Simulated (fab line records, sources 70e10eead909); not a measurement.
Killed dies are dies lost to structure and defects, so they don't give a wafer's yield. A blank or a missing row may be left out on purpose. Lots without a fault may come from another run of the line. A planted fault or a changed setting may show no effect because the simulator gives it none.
fab line records | flow nand_harc
record lots=21 wafers=63 last_day=24
route steps=1159 shown A_STAIRCASE@551
lots that met no fault: from a run of the same line without faults
start_h: hours from the record's first day to the start of the lot's first wafer shown | wait_h: hours since the lot's step before | " the same as in the row above | L1.1+2: a row that stands for several wafers | - no value, or no start given | * or withheld: withheld | < > ~ a bound
route shown NAME@n: a module of which the file shows steps, and the number in the route of the first | usual: mean/standard deviation of fault-free wafers | same: alike in all rows | chamber/n: place in a boat | sites: the reading at each site | _std_site: their standard deviation | _edge_site: outer sites' mean less inner sites' | radius_mm: how far each site lies from the wafer's centre | mask NAME#n: copy n | behind: the tool/chamber that last shaped the wafer | hold: why the lot was held/for how many hours/how that ended | device: the transistor (n, p or np) that didn't switch | end of line: the same wafers' tests at the end of the route | a step without rows: its recipe alone | killed: dies lost to structure and defects at the first sort, not the wafer's yield | map: a wafer's dies, x killed, . not, _ none there
set.NAME: the setting as run; set.NAME@STEP: as run at that earlier step | model.NAME: the simulator's own value behind a step, which no gauge read
steps of the route over a sample of lots; a table a step, a row a wafer
services: from which hour (start_h, from the record's first day; less than 0 if before it) a tool's chamber was out of use, for how many hours, and why
## steps
# step NHARC_A_STAIRCASE_ETCH_15
# recipe target_depth_a=1000 time_s=40.5 ion_energy_ev=400 c4f8_flow_sccm=20 o2_flow_sccm=10 ar_flow_sccm=withheld rf_w=600 bias_w=1000 chemistry=C4F8/O2
# usual chamber_pressure_mTorr=24.998/0.023 oes_product_au=0.943/0.011 rf_vpp_V=893/3.6
# columns lot.wafer tool chamber start_h wait_h chamber_pressure_mTorr oes_product_au rf_hours_counter_h rf_vpp_V
L074.2 rie_diel-13 1 - - 25.002 0.957 41 894
L074.5 " 3 " " 24.995 0.951 - 895
L074.6 " 0 " " 24.976 0.951 - 896
L075.1 rie_diel-13 1 - - 25.013 0.946 44 895
L075.5 " 2 " " 24.981 0.966 - 892
L075.6 " 3 " " 25.008 0.957 - 893
L077.2 rie_diel-09 3 - - 25.019 0.956 62 891
L077.3 " 0 " " 25.028 0.958 55 897
L077.5 " 1 " " 24.992 0.951 - 891
L076.2 rie_diel-13 3 - - 25.017 0.942 52 892
L076.4 " 1 " " 24.983 0.939 45 896
L076.6 " 2 " " 24.967 0.961 - 890
L078.1 rie_diel-09 3 - - 25.013 0.950 65 887
L078.6 " 1 " " 25.008 0.939 - 891
L078.5 " 2 " " 24.990 0.926 - 889
L079.2 rie_diel-09 1 - - 25.041 0.941 3 889
L079.4 " 2 " " 24.980 0.940 3 890
L079.1 " 3 " " 24.960 0.957 3 888
L080.2 rie_diel-10 1 - - 24.976 0.946 32 902
L080.1 " 3 " " 24.986 0.950 35 894
L080.5 " 1 " " 25.026 0.943 - 902
L081.4 rie_diel-09 3 - - 24.990 0.967 6 888
L081.1 " 1 " " 25.026 0.936 6 892
L081.6 " 2 " " 25.014 0.934 - 889
L082.1 rie_diel-09 0 - - 25.032 0.935 7 898
L082.4 " 3 " " 24.995 0.948 7 890
L082.6 " 0 " " 25.026 0.924 - 896
L083.2 rie_diel-13 1 - - 24.996 0.942 1 894
L083.1 " 3 " " 24.981 0.952 2 895
L083.5 " 0 " " 24.985 0.951 - 895
L084.2 rie_diel-09 3 - - 24.988 0.954 9 889
L084.3 " 1 " " 25.048 0.952 9 891
L084.5 " 0 " " 25.056 0.944 - 896
L086.1 rie_diel-13 0 - - 24.971 0.961 10 896
L086.3 " 1 " " 25.004 0.940 9 894
L086.6 " 0 " " 24.960 0.942 - 897
L085.1 rie_diel-10 1 - - 24.985 0.934 48 901
L085.5 " 3 " " 25.008 0.942 - 895
L085.6 " 0 " " 24.921 0.938 - 892
L089.1 rie_diel-10 2 - - 24.926 0.925 55 891
L089.2 " 3 " " 24.987 0.935 56 895
L089.5 " 1 " " 24.991 0.939 - 902
L088.2 rie_diel-09 3 - - 24.960 0.955 23 889
L088.1 " 0 " " 24.992 0.939 22 897
L088.4 " 1 " " 24.961 0.953 21 892
L090.3 rie_diel-09 0 - - 24.991 0.944 25 896
L090.1 " 2 " " 25.017 0.960 25 890
L090.6 " 1 " " 25.007 0.953 - 890
L094.4 rie_diel-13 1 - - 25.009 0.945 19 895
L094.1 " 2 " " 24.982 0.931 20 890
L094.3 " 3 " " 25.006 0.936 22 894
L093.1 rie_diel-10 2 - - 25.002 0.925 62 892
L093.3 " 3 " " 25.022 0.943 63 894
L093.4 " 0 " " 25.019 0.933 52 891
L091.1 rie_diel-10 1 - - 24.972 0.945 60 902
L091.5 " 2 " " 24.993 0.929 - 893
L091.6 " 3 " " 24.975 0.929 - 894
L096.2 rie_diel-13 1 - - 24.968 0.949 26 896
L096.4 " 2 " " 25.029 0.944 29 888
L096.6 " 1 " " 25.003 0.958 - 895
L097.3 rie_diel-09 2 - - 25.024 0.918 46 888
L097.1 " 3 " " 24.981 0.930 46 887
L097.5 " 2 " " 25.007 0.925 - 888
# step NHARC_A_STAIRCASE_ETCH_190
# recipe target_depth_a=1000 time_s=40.5 ion_energy_ev=400 c4f8_flow_sccm=20 o2_flow_sccm=10 ar_flow_sccm=withheld rf_w=600 bias_w=1000 chemistry=C4F8/O2
# usual chamber_pressure_mTorr=24.999/0.021 oes_product_au=0.941/0.012 rf_vpp_V=893/3.7
# columns lot.wafer tool chamber start_h wait_h chamber_pressure_mTorr oes_product_au rf_hours_counter_h rf_vpp_V
L074.2 rie_diel-13 0 - - 25.025 0.952 47 898
L074.5 " 3 " " 25.021 0.961 - 893
L074.6 " 0 " " 24.980 0.949 - 896
L075.1 rie_diel-10 3 - - 24.973 0.938 23 896
L075.6 " 1 " " 24.986 0.936 - 903
L075.5 " 3 " " 25.040 0.947 - 895
L076.2 rie_diel-09 0 - - 25.012 0.938 58 898
L076.4 " 3 " " 24.997 0.954 66 888
L076.6 " 0 " " 24.994 0.945 - 897
L077.2 rie_diel-10 2 - - 24.992 0.945 27 891
L077.3 " 3 " " 24.977 0.943 28 896
L077.5 " 1 " " 24.996 0.951 - 901
L078.1 rie_diel-10 1 - - 24.994 0.926 27 902
L078.5 " 3 " " 24.978 0.944 - 894
L078.6 " 0 " " 25.030 0.929 - 892
L079.4 rie_diel-09 0 - - 25.034 0.951 6 897
L079.2 " 1 " " 24.994 0.960 5 892
L079.1 " 3 " " 24.939 0.953 5 889
L080.1 rie_diel-10 1 - - 24.986 0.942 36 902
L080.2 " 2 " " 25.008 0.961 37 891
L080.5 " 3 " " 24.997 0.955 - 895
L081.4 rie_diel-09 0 - - 24.961 0.932 9 898
L081.1 " 1 " " 24.972 0.944 8 892
L081.6 " 1 " " 24.994 0.941 - 891
L082.4 rie_diel-10 1 - - 25.004 0.943 39 902
L082.1 " 2 " " 25.003 0.917 39 891
L082.6 " 1 " " 25.016 0.940 - 901
L083.1 rie_diel-09 1 - - 24.989 0.934 9 891
L083.2 " 2 " " 25.017 0.920 8 888
L083.5 " 1 " " 25.064 0.945 - 892
L084.3 rie_diel-13 2 - - 25.011 0.934 5 892
L084.2 " 0 " " 24.993 0.943 5 895
L084.5 " 1 " " 24.977 0.949 - 893
L086.1 rie_diel-13 2 - - 25.015 0.934 12 889
L086.3 " 1 " " 25.033 0.950 11 894
L086.6 " 3 " " 24.957 0.941 - 895
L085.1 rie_diel-09 2 - - 24.987 0.941 21 889
L085.6 " 2 " " 24.989 0.931 - 889
L085.5 " 3 " " 24.992 0.935 - 889
L089.2 rie_diel-13 0 - - 24.997 0.945 14 895
L089.1 " 1 " " 24.998 0.943 14 895
L089.5 " 3 " " 25.049 0.929 - 894
L088.4 rie_diel-10 2 - - 25.009 0.939 57 890
L088.1 " 3 " " 25.037 0.953 58 894
L088.2 " 1 " " 24.991 0.941 55 901
L090.1 rie_diel-10 3 - - 24.978 0.933 60 895
L090.3 " 0 " " 25.056 0.921 49 890
L090.6 " 0 " " 25.020 0.920 - 890
L094.1 rie_diel-13 1 - - 25.038 0.938 21 894
L094.3 " 2 " " 24.995 0.934 22 889
L094.4 " 2 " " 25.022 0.926 - 890
L093.3 rie_diel-13 3 - - 25.007 0.961 23 895
L093.1 " 0 " " 24.983 0.938 24 895
L093.4 " 2 " " 25.006 0.947 24 891
L091.1 rie_diel-09 1 - - 24.959 0.946 32 890
L091.6 " 2 " " 25.033 0.939 - 888
L091.5 " 3 " " 24.990 0.947 - 888
L096.4 rie_diel-13 0 - - 25.020 0.930 32 895
L096.2 " 1 " " 24.993 0.935 31 894
L096.6 " 1 " " 25.023 0.936 - 893
L097.1 rie_diel-09 0 - - 25.001 0.931 44 897
L097.3 " 3 " " 25.013 0.946 47 889
L097.5 " 1 " " 25.009 0.948 - 891
# step NHARC_A_STAIRCASE_TRIM_193
# recipe time_s=211.2 o2_flow_sccm=500 ar_flow_sccm=0 bias_w=0 chemistry=O2
# usual chamber_pressure_mTorr=60.00/0.053 drypump_motor_current_A=6.0/0.48 oes_product_au=1.001/0.0084 rf_vpp_V=57.6/0.82 showerhead_plenum_p_Torr=3.44/0.098 throttle_valve_pct=17.036/0.0091
# columns lot.wafer tool chamber start_h wait_h chamber_pressure_mTorr drypump_motor_current_A oes_product_au rf_hours_counter_h rf_vpp_V showerhead_plenum_p_Torr throttle_valve_pct
L074.2 rie_diel-13 1 - - 60.03 6.7 1.018 43 58.0 3.49 17.033
L074.5 " 2 " " 59.95 5.9 1.015 - 58.1 3.37 17.034
L074.6 " 3 " " 60.07 6.2 1.003 - 57.0 3.48 17.030
L075.1 rie_diel-10 1 - - 60.07 5.4 0.993 22 59.4 3.70 17.041
L075.6 " 2 " " 59.92 5.0 0.998 - 59.1 3.41 17.044
L075.5 " 1 " " 59.97 5.4 0.990 - 58.0 3.70 17.042
L076.2 rie_diel-09 3 - - 60.09 6.6 1.013 67 58.7 3.34 17.016
L076.4 " 1 " " 60.01 6.2 1.001 55 57.1 3.40 17.027
L076.6 " 3 " " 60.01 6.6 1.006 - 56.0 3.34 17.028
L077.2 rie_diel-10 1 - - 60.03 5.4 1.000 26 56.9 3.70 17.016
L077.3 " 0 " " 60.08 5.7 1.017 19 56.0 3.41 17.035
L077.5 " 2 " " 59.99 5.1 1.002 - 58.0 3.41 17.046
L078.1 rie_diel-10 2 - - 59.92 5.0 0.997 28 58.6 3.41 17.041
L078.6 " 2 " " 60.01 5.0 0.993 - 58.3 3.41 17.043
L078.5 " 3 " " 59.91 5.8 1.009 - 57.5 3.50 17.030
L079.1 rie_diel-09 2 - - 59.97 6.5 0.982 5 56.8 3.35 17.042
L079.2 " 3 " " 59.97 6.6 1.012 5 56.3 3.34 17.029
L079.4 " 0 " " 59.93 5.7 1.003 6 57.4 3.56 17.050
L080.1 rie_diel-10 3 - - 59.99 5.8 1.006 39 57.4 3.50 17.020
L080.2 " 0 " " 59.97 5.7 1.007 29 57.6 3.40 17.034
L080.5 " 3 " " 60.06 5.8 1.015 - 58.6 3.50 17.025
L081.1 rie_diel-09 2 - - 59.99 6.5 0.997 7 58.2 3.35 17.017
L081.4 " 1 " " 59.90 6.2 1.008 8 58.0 3.40 17.038
L081.6 " 2 " " 60.06 6.5 0.995 - 57.2 3.35 17.034
L082.1 rie_diel-10 2 - - 59.87 5.0 0.987 39 57.0 3.40 17.018
L082.4 " 1 " " 60.02 5.4 0.994 39 58.2 3.69 17.035
L082.6 " 2 " " 59.96 5.1 0.995 - 58.3 3.40 17.038
L083.1 rie_diel-09 0 - - 60.00 5.7 0.989 11 59.0 3.56 17.037
L083.2 " 2 " " 59.98 6.5 0.992 9 57.3 3.35 17.028
L083.5 " 0 " " 59.99 5.6 0.993 - 57.3 3.55 17.033
L084.3 rie_diel-13 3 - - 59.93 6.2 1.002 6 58.5 3.47 17.044
L084.2 " 2 " " 59.99 5.9 0.995 5 56.2 3.36 17.044
L084.5 " 0 " " 60.01 5.8 1.008 - 57.8 3.53 17.054
L086.3 rie_diel-13 0 - - 59.99 5.7 1.003 12 57.4 3.53 17.050
L086.1 " 2 " " 60.01 5.9 0.995 12 58.2 3.36 17.025
L086.6 " 3 " " 59.95 6.2 1.004 - 57.3 3.46 17.032
L085.1 rie_diel-09 0 - - 59.96 5.7 0.984 22 58.4 3.55 17.038
L085.6 " 1 " " 60.02 6.2 0.989 - 58.4 3.39 17.040
L085.5 " 2 " " 60.00 6.5 0.986 - 57.8 3.34 17.041
L089.2 rie_diel-13 0 - - 59.97 5.7 1.007 14 59.1 3.52 17.039
L089.1 " 2 " " 59.92 5.9 0.998 15 57.4 3.36 17.020
L089.5 " 0 " " 60.03 5.7 1.003 - 59.2 3.52 17.052
L088.1 rie_diel-10 3 - - 59.98 5.8 1.000 58 57.1 3.49 17.033
L088.4 " 0 " " 60.11 5.7 0.996 47 57.3 3.39 17.046
L088.2 " 2 " " 59.97 5.0 0.990 57 57.0 3.40 17.042
L090.1 rie_diel-10 0 - - 60.00 5.7 0.986 49 57.6 3.39 17.037
L090.3 " 1 " " 59.99 5.4 1.001 56 57.6 3.68 17.017
L090.6 " 0 " " 60.05 5.7 0.990 - 58.6 3.39 17.033
L094.3 rie_diel-13 1 - - 59.91 6.6 1.006 21 57.3 3.47 17.037
L094.1 " 0 " " 60.00 5.7 0.992 22 56.2 3.52 17.031
L094.4 " 1 " " 60.07 6.6 0.992 - 57.7 3.47 17.029
L093.4 rie_diel-13 0 - - 59.94 5.7 1.004 24 57.3 3.52 17.038
L093.1 " 2 " " 59.98 5.9 0.990 24 58.0 3.35 17.047
L093.3 " 3 " " 60.13 6.2 0.993 23 57.8 3.46 17.031
L091.1 rie_diel-09 3 - - 59.93 6.6 1.006 36 58.3 3.32 17.045
L091.6 " 3 " " 59.99 6.6 1.000 - 57.0 3.32 17.043
L091.5 " 0 " " 60.00 5.6 0.994 - 57.8 3.54 17.042
L096.4 rie_diel-13 2 - - 59.92 5.9 0.999 33 57.9 3.35 17.031
L096.2 " 3 " " 59.95 6.2 0.992 31 56.3 3.45 17.049
L096.6 " 2 " " 59.92 5.9 0.995 - 57.2 3.35 17.039
L097.1 rie_diel-09 2 - - 59.99 6.5 0.997 47 57.6 3.33 17.026
L097.3 " 3 " " 60.01 6.6 1.000 47 57.9 3.32 17.060
L097.5 " 2 " " 60.00 6.5 0.999 - 55.5 3.33 17.033
# step NHARC_A_STAIRCASE_DESCUM_219
# recipe time_s=3 o2_flow_sccm=200 ar_flow_sccm=0 bias_power_w=0 chemistry=O2
# usual chamber_pressure_mTorr=60.00/0.057 drypump_motor_current_A=6.1/0.43 oes_product_au=1.002/0.0099 rf_vpp_V=57.4/0.85 showerhead_plenum_p_Torr=1.86/0.055 throttle_valve_pct=11.313/0.0091
# columns lot.wafer tool chamber start_h wait_h chamber_pressure_mTorr drypump_motor_current_A oes_product_au rf_hours_counter_h rf_vpp_V showerhead_plenum_p_Torr throttle_valve_pct
L074.2 rie_diel-13 2 243.04 - 60.04 5.8 1.026 50 57.1 1.82 11.309
L074.6 " 2 " " 59.96 5.9 1.020 - 57.5 1.82 11.324
L074.5 " 3 " " 59.98 6.2 1.010 - 56.9 1.88 11.319
L075.1 rie_diel-09 0 250.53 - 60.03 5.6 1.004 56 58.2 1.93 11.303
L075.5 " 3 " " 60.04 6.6 1.018 - 56.5 1.81 11.325
L075.6 " 0 " " 60.00 5.6 1.004 - 57.8 1.93 11.327
L076.2 rie_diel-10 3 257.23 - 60.04 5.9 1.005 29 57.4 1.90 11.316
L076.4 " 1 " " 59.92 5.4 1.009 28 57.5 2.01 11.310
L076.6 " 3 " " 59.94 5.8 1.009 - 57.7 1.90 11.306
L077.3 rie_diel-13 3 257.59 - 59.98 6.2 1.004 55 56.4 1.88 11.326
L077.2 " 0 " " 59.94 5.7 1.018 52 57.7 1.92 11.314
L077.5 " 2 " " 59.99 5.8 1.006 - 57.1 1.82 11.316
L078.1 rie_diel-13 1 259.04 - 60.10 6.6 1.015 50 57.7 1.89 11.326
L078.5 " 2 " " 59.98 5.8 1.015 - 58.7 1.82 11.311
L078.6 " 3 " " 60.02 6.2 1.003 - 55.7 1.88 11.320
L079.2 rie_diel-09 1 284.82 - 60.02 6.2 1.002 6 58.5 1.84 11.337
L079.4 " 3 " " 60.04 6.6 0.999 6 56.3 1.80 11.316
L079.1 " 0 " " 60.01 5.6 0.997 7 56.1 1.93 11.309
L080.2 rie_diel-13 3 286.97 - 59.91 6.2 1.009 2 56.0 1.88 11.312
L080.1 " 0 " " 60.04 5.7 0.998 1 57.2 1.91 11.316
L080.5 " 2 " " 59.92 5.9 1.002 - 56.8 1.82 11.313
L081.1 rie_diel-09 2 292.73 - 59.92 6.5 0.986 9 57.7 1.81 11.299
L081.4 " 3 " " 59.97 6.6 0.993 10 57.3 1.80 11.323
L081.6 " 2 " " 59.93 6.5 0.978 - 56.9 1.81 11.300
L082.4 rie_diel-10 0 293.30 - 60.02 5.7 1.008 34 58.2 1.84 11.322
L082.1 " 1 " " 60.03 5.4 0.993 41 58.2 2.01 11.321
L082.6 " 1 " " 60.04 5.4 0.995 - 58.8 2.01 11.305
L083.1 rie_diel-09 2 295.76 - 60.01 6.5 0.987 10 57.1 1.81 11.315
L083.2 " 1 " " 60.01 6.1 1.004 11 56.1 1.84 11.308
L083.5 " 3 " " 59.89 6.6 1.009 - 56.8 1.80 11.311
L084.3 rie_diel-09 0 299.22 - 60.04 5.6 0.999 13 59.0 1.93 11.309
L084.2 " 1 " " 59.94 6.2 1.006 12 57.7 1.84 11.307
L084.5 " 3 " " 60.00 6.6 1.006 - 57.5 1.80 11.301
L086.1 rie_diel-13 3 322.43 - 59.92 6.2 1.009 15 56.4 1.87 11.320
L086.3 " 0 " " 60.01 5.7 1.019 13 56.5 1.91 11.310
L086.6 " 2 " " 60.07 5.9 1.004 - 57.2 1.81 11.311
L085.1 rie_diel-09 3 323.76 - 60.00 6.6 1.010 23 57.8 1.80 11.307
L085.5 " 1 " " 60.07 6.2 0.999 - 58.0 1.83 11.309
L085.6 " 2 " " 59.90 6.5 0.992 - 56.8 1.81 11.295
L089.2 rie_diel-10 0 329.64 - 59.88 5.7 0.996 48 58.0 1.83 11.311
L089.1 " 2 " " 60.06 5.0 0.989 57 57.7 1.84 11.313
L089.5 " 0 " " 60.02 5.7 0.995 - 58.6 1.83 11.299
L088.1 rie_diel-09 3 330.21 - 59.95 6.6 1.008 26 57.8 1.80 11.312
L088.4 " 1 " " 60.05 6.2 1.004 24 55.9 1.83 11.309
L088.2 " 2 " " 59.98 6.5 1.003 25 57.8 1.80 11.289
L090.1 rie_diel-13 3 336.83 - 59.93 6.2 1.004 20 57.9 1.87 11.307
L090.3 " 0 " " 60.07 5.7 1.010 17 57.6 1.91 11.335
L090.6 " 1 " " 60.11 6.6 1.016 - 58.1 1.88 11.313
L094.4 rie_diel-13 2 350.71 - 60.00 5.9 0.992 24 57.7 1.81 11.322
L094.1 " 0 " " 59.96 5.7 0.990 24 58.2 1.91 11.312
L094.3 " 1 " " 59.99 6.6 0.998 23 57.2 1.88 11.312
L093.4 rie_diel-09 3 355.46 - 60.08 6.6 0.999 36 56.4 1.79 11.304
L093.3 " 0 " " 60.11 5.6 0.983 34 57.0 1.92 11.310
L093.1 " 2 " " 59.98 6.5 0.997 35 58.0 1.80 11.295
L091.1 rie_diel-09 2 356.91 - 59.89 6.5 0.992 36 56.4 1.80 11.300
L091.6 " 2 " " 59.99 6.5 0.992 - 58.3 1.80 11.314
L091.5 " 3 " " 60.13 6.6 1.004 - 57.6 1.79 11.320
L096.2 rie_diel-10 0 366.44 - 60.04 5.7 0.982 1 56.8 1.83 11.314
L096.4 " 2 " " 59.92 5.1 0.972 1 58.8 1.83 11.319
L096.6 " 0 " " 59.90 5.7 0.985 - 57.8 1.83 11.324
L097.1 rie_diel-09 2 389.10 - 60.04 6.5 0.996 50 57.2 1.80 11.319
L097.3 " 3 " " 59.93 6.6 1.007 50 57.5 1.79 11.321
L097.5 " 2 " " 60.05 6.5 0.996 - 56.5 1.80 11.318
# step NHARC_A_STAIRCASE_ETCH_223
# recipe target_depth_a=1000 time_s=40.5 ion_energy_ev=400 c4f8_flow_sccm=20 o2_flow_sccm=10 ar_flow_sccm=withheld rf_w=600 bias_w=1000 chemistry=C4F8/O2
# usual chamber_pressure_mTorr=25.004/0.024 oes_product_au=0.942/0.01 rf_vpp_V=893/3.5
# columns lot.wafer tool chamber start_h wait_h chamber_pressure_mTorr oes_product_au rf_hours_counter_h rf_vpp_V
L074.2 rie_diel-13 3 - - 25.032 0.953 50 894
L074.5 " 2 " " 24.969 0.954 - 890
L074.6 " 3 " " 25.006 0.947 - 894
L075.1 rie_diel-09 2 - - 25.010 0.937 65 888
L075.5 " 1 " " 24.992 0.937 - 893
L075.6 " 2 " " 25.027 0.935 - 889
L076.4 rie_diel-10 0 - - 24.998 0.938 20 891
L076.2 " 2 " " 25.002 0.937 28 891
L076.6 " 3 " " 24.971 0.944 - 895
L077.2 rie_diel-13 2 - - 24.984 0.951 55 890
L077.3 " 0 " " 25.004 0.948 53 897
L077.5 " 2 " " 24.990 0.959 - 889
L078.1 rie_diel-13 3 - - 25.040 0.930 57 895
L078.6 " 2 " " 25.066 0.946 - 891
L078.5 " 3 " " 25.066 0.932 - 895
L079.1 rie_diel-09 3 - - 25.023 0.941 7 888
L079.2 " 0 " " 24.992 0.931 8 896
L079.4 " 1 " " 24.999 0.936 7 891
L080.2 rie_diel-13 2 - - 24.986 0.948 1 891
L080.1 " 3 " " 25.001 0.947 2 894
L080.5 " 1 " " 24.978 0.952 - 895
L081.1 rie_diel-09 3 - - 25.031 0.945 10 890
L081.4 " 0 " " 25.003 0.941 11 896
L081.6 " 0 " " 25.014 0.938 - 896
L082.1 rie_diel-10 2 - - 24.946 0.944 42 891
L082.4 " 0 " " 25.031 0.959 34 892
L082.6 " 2 " " 24.992 0.948 - 892
L083.2 rie_diel-09 3 - - 25.025 0.959 11 888
L083.1 " 0 " " 24.987 0.941 13 895
L083.5 " 1 " " 25.003 0.959 - 891
L084.3 rie_diel-09 3 - - 24.978 0.965 12 889
L084.2 " 0 " " 24.971 0.953 13 897
L084.5 " 1 " " 24.999 0.960 - 891
L086.3 rie_diel-13 3 - - 25.060 0.938 15 894
L086.1 " 1 " " 25.016 0.955 13 894
L086.6 " 0 " " 24.975 0.959 - 896
L085.1 rie_diel-09 0 - - 25.038 0.936 23 898
L085.5 " 2 " " 25.004 0.942 - 889
L085.6 " 3 " " 24.997 0.950 - 889
L089.2 rie_diel-10 1 - - 24.982 0.944 55 902
L089.1 " 3 " " 24.984 0.963 59 894
L089.5 " 0 " " 25.010 0.955 - 891
L088.1 rie_diel-09 0 - - 25.037 0.920 25 897
L088.4 " 2 " " 25.016 0.954 25 890
L088.2 " 3 " " 25.014 0.946 26 888
L090.3 rie_diel-13 0 - - 24.974 0.954 18 895
L090.1 " 2 " " 24.999 0.949 19 890
L090.6 " 0 " " 24.988 0.942 - 896
L094.4 rie_diel-13 0 - - 24.996 0.940 25 895
L094.3 " 1 " " 24.969 0.940 23 894
L094.1 " 3 " " 24.973 0.938 23 895
L093.4 rie_diel-09 1 - - 25.005 0.933 33 890
L093.3 " 2 " " 25.041 0.923 36 889
L093.1 " 3 " " 25.011 0.928 37 888
L091.1 rie_diel-09 3 - - 24.979 0.936 38 888
L091.5 " 3 " " 24.988 0.932 - 888
L091.6 " 0 " " 24.991 0.943 - 896
L096.2 rie_diel-10 0 - - 24.959 0.931 1 891
L096.4 " 2 " " 24.964 0.945 1 892
L096.6 " 1 " " 25.027 0.949 - 901
L097.3 rie_diel-09 2 - - 24.958 0.944 50 889
L097.1 " 0 " " 24.958 0.914 48 896
L097.5 " 1 " " 25.037 0.947 - 891
# step NHARC_A_STAIRCASE_TRIM_233
# recipe time_s=211.2 o2_flow_sccm=500 ar_flow_sccm=0 bias_w=0 chemistry=O2
# usual chamber_pressure_mTorr=60.00/0.056 drypump_motor_current_A=6.0/0.48 oes_product_au=0.999/0.0086 rf_vpp_V=57.6/0.84 showerhead_plenum_p_Torr=3.44/0.1 throttle_valve_pct=17.037/0.0085
# columns lot.wafer tool chamber start_h wait_h chamber_pressure_mTorr drypump_motor_current_A oes_product_au rf_hours_counter_h rf_vpp_V showerhead_plenum_p_Torr throttle_valve_pct
L074.2 rie_diel-13 2 - - 60.00 5.9 1.016 51 56.3 3.37 17.041
L074.6 " 2 " " 60.02 5.8 1.013 - 58.4 3.37 17.030
L074.5 " 3 " " 60.03 6.2 1.009 - 57.9 3.48 17.038
L075.1 rie_diel-09 1 - - 60.04 6.2 1.007 54 56.5 3.40 17.040
L075.6 " 1 " " 60.11 6.2 0.995 - 56.6 3.40 17.046
L075.5 " 2 " " 59.98 6.5 0.995 - 56.7 3.36 17.045
L076.2 rie_diel-13 2 - - 59.97 5.8 1.007 57 57.9 3.37 17.033
L076.4 " 1 " " 59.92 6.7 1.008 50 58.6 3.49 17.030
L076.6 " 3 " " 60.00 6.2 1.001 - 57.1 3.47 17.046
L077.3 rie_diel-13 0 - - 59.98 5.7 1.007 55 56.6 3.53 17.027
L077.2 " 2 " " 60.00 5.9 1.015 57 56.8 3.37 17.044
L077.5 " 1 " " 60.01 6.7 1.013 - 58.2 3.49 17.041
L078.1 rie_diel-10 0 - - 60.03 5.7 1.011 22 58.3 3.40 17.031
L078.6 " 0 " " 59.94 5.7 1.005 - 57.3 3.40 17.040
L078.5 " 1 " " 60.03 5.4 1.000 - 57.9 3.70 17.037
L079.2 rie_diel-10 2 - - 59.93 5.1 0.984 39 57.8 3.40 17.032
L079.4 " 3 " " 59.95 5.8 0.988 40 56.8 3.50 17.059
L079.1 " 0 " " 59.98 5.7 0.997 31 56.6 3.40 17.033
L080.1 rie_diel-09 1 - - 60.10 6.2 1.006 8 58.4 3.40 17.038
L080.2 " 3 " " 59.98 6.6 1.014 8 57.6 3.34 17.033
L080.5 " 1 " " 59.93 6.2 1.005 - 56.8 3.40 17.022
L081.4 rie_diel-10 2 - - 60.01 5.0 0.996 42 57.5 3.40 17.025
L081.1 " 3 " " 59.99 5.8 1.006 43 56.4 3.49 17.057
L081.6 " 2 " " 59.95 5.0 0.992 - 56.8 3.40 17.044
L082.4 rie_diel-09 3 - - 59.97 6.6 1.013 11 58.8 3.34 17.037
L082.1 " 0 " " 60.02 5.7 1.000 12 57.7 3.55 17.044
L082.6 " 1 " " 59.97 6.2 1.000 - 58.1 3.40 17.031
L083.1 rie_diel-09 3 - - 59.99 6.6 1.017 12 57.3 3.34 17.039
L083.2 " 0 " " 60.02 5.6 0.991 13 58.8 3.55 17.050
L083.5 " 2 " " 60.02 6.5 0.982 - 56.6 3.35 17.039
L084.3 rie_diel-09 3 - - 59.99 6.6 1.002 12 56.7 3.34 17.027
L084.2 " 0 " " 60.03 5.6 0.995 14 58.1 3.55 17.034
L084.5 " 2 " " 59.99 6.5 0.993 - 57.5 3.35 17.046
L086.1 rie_diel-13 3 - - 60.10 6.2 1.000 16 58.0 3.46 17.041
L086.3 " 0 " " 60.00 5.7 1.001 14 58.2 3.52 17.048
L086.6 " 2 " " 59.99 5.9 1.005 - 57.2 3.36 17.041
L085.1 rie_diel-09 2 - - 59.98 6.5 0.986 23 56.6 3.34 17.041
L085.6 " 2 " " 59.96 6.5 0.993 - 59.1 3.34 17.036
L085.5 " 3 " " 60.06 6.6 0.994 - 58.8 3.33 17.041
L089.1 rie_diel-09 2 - - 60.11 6.5 0.982 26 57.3 3.34 17.019
L089.2 " 1 " " 59.97 6.2 0.995 25 57.4 3.39 17.039
L089.5 " 2 " " 60.01 6.5 0.985 - 57.0 3.34 17.037
L088.4 rie_diel-10 1 - - 60.05 5.4 0.997 56 57.8 3.68 17.042
L088.1 " 2 " " 59.99 5.1 0.993 58 57.5 3.39 17.031
L088.2 " 0 " " 60.03 5.7 0.997 48 59.0 3.39 17.044
L090.1 rie_diel-10 1 - - 59.96 5.4 1.007 57 57.9 3.68 17.030
L090.3 " 2 " " 60.01 5.0 0.996 59 57.6 3.39 17.024
L090.6 " 2 " " 59.95 5.1 1.000 - 56.5 3.39 17.035
L094.4 rie_diel-13 0 - - 59.99 5.7 1.007 26 57.4 3.52 17.044
L094.1 " 1 " " 60.01 6.6 1.014 25 59.9 3.47 17.052
L094.3 " 2 " " 59.88 5.9 0.998 27 56.9 3.35 17.029
L093.4 rie_diel-09 1 - - 59.99 6.2 1.008 35 58.0 3.38 17.039
L093.3 " 2 " " 60.02 6.5 0.993 39 56.7 3.33 17.045
L093.1 " 3 " " 59.99 6.6 1.001 40 57.5 3.32 17.047
L091.1 rie_diel-09 0 - - 60.04 5.7 0.986 38 58.8 3.54 17.038
L091.5 " 1 " " 59.99 6.2 1.003 - 57.3 3.38 17.036
L091.6 " 2 " " 59.98 6.5 0.994 - 57.6 3.33 17.039
L096.4 rie_diel-10 3 - - 60.05 5.8 0.996 1 57.2 3.48 17.040
L096.2 " 1 " " 60.05 5.4 1.011 1 58.3 3.68 17.047
L096.6 " 2 " " 59.94 5.0 1.005 - 58.5 3.39 17.019
L097.3 rie_diel-09 1 - - 59.96 6.2 1.004 49 56.6 3.38 17.036
L097.1 " 2 " " 59.92 6.5 0.997 51 56.8 3.33 17.043
L097.5 " 2 " " 60.05 6.5 0.988 - 57.4 3.33 17.039
## services
# columns tool chamber start_h hours kind
rie_diel-09 1 223.01 2.1 repair
rie_diel-09 0 233.33 - clean
rie_diel-09 1 233.33 - clean
rie_diel-09 2 233.33 - clean
rie_diel-09 3 233.33 - clean
rie_diel-10 0 236.55 13.4 repair
rie_diel-09 - 254.16 9.0 pm
rie_diel-09 0 254.16 9.0 vent_cycle
rie_diel-09 1 254.16 9.0 vent_cycle
rie_diel-09 2 254.16 9.0 vent_cycle
rie_diel-09 3 254.16 9.0 vent_cycle
rie_diel-09 0 263.16 - clean
rie_diel-09 1 263.16 - clean
rie_diel-09 2 263.16 - clean
rie_diel-09 3 263.16 - clean
rie_diel-13 3 272.41 8.6 repair
rie_diel-13 - 276.04 9.0 pm
rie_diel-09 0 287.66 - clean
rie_diel-09 1 287.66 - clean
rie_diel-13 2 305.68 4.4 repair
rie_diel-10 - 354.16 9.0 pm
rie_diel-13 - 375.21 2.7 repair
rie_diel-13 2 381.87 3.8 repair
rie_diel-10 1 387.50 7.1 repair
## key
fault none
